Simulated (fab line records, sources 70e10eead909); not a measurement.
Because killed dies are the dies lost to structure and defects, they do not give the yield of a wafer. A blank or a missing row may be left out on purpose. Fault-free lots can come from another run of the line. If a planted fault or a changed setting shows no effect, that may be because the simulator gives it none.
Chamber matching -- flow nand harc -- 4 sister chambers for NHARC_P_CONTACT_DESCUM_17 on rie diel-13
The step chemistry O2, time 3 s. 7 wafers are shown with their chamber, then 8 later ones without.

== EACH WAFER AND ITS CHAMBER ==
wafer,chamber,showerhead plenum p Torr (Torr),throttle valve pct (%)
L074.2,1,1.95,11.314
L080.1,3,1.92,11.316
L080.3,2,1.82,11.305
L084.2,0,1.93,11.298
L084.3,2,1.82,11.306
L084.5,0,1.92,11.304
L093.1,3,1.92,11.325

== WAFERS WITHOUT THEIR CHAMBER ==
wafer,showerhead plenum p Torr (Torr),throttle valve pct (%)
L093.2,1.92,11.316
L093.3,1.82,11.318
L094.1,1.94,11.328
L094.2,1.92,11.329
L094.4,1.94,11.320
L096.1,1.92,11.310
L096.2,1.94,11.312
L096.6,1.92,11.317

== THE CHAMBER EACH PASSED THROUGH ==
wafer,from the rows above,in truth
L093.2,3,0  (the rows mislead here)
L093.3,2,2
L094.1,can't be placed: 1 or 3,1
L094.2,3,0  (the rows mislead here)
L094.4,1,1
L096.1,can't be placed: 3 or 0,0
L096.2,can't be placed: 1 or 0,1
L096.6,3,3
Correctly placed: 3 of 8. Can't be placed from these rows: 3 (the true chamber is among the candidates in 3). Placed wrongly: 2.
How it was worked out, from the rows above alone: a wafer's distance from a chamber is the root of the sum, over the readings, of the square of ((its reading less the chamber's mean) divided by the reading's scatter). If the next closest chamber is less than 2 further off than the closest, the wafer can't be placed; otherwise it belongs to the closest. A chamber's mean is the mean of its shown wafers. How the scatter is found: for the shown wafers, subtract from each reading the mean of its chamber, square and add these, divide the total by (wafers less chambers), then take the root.
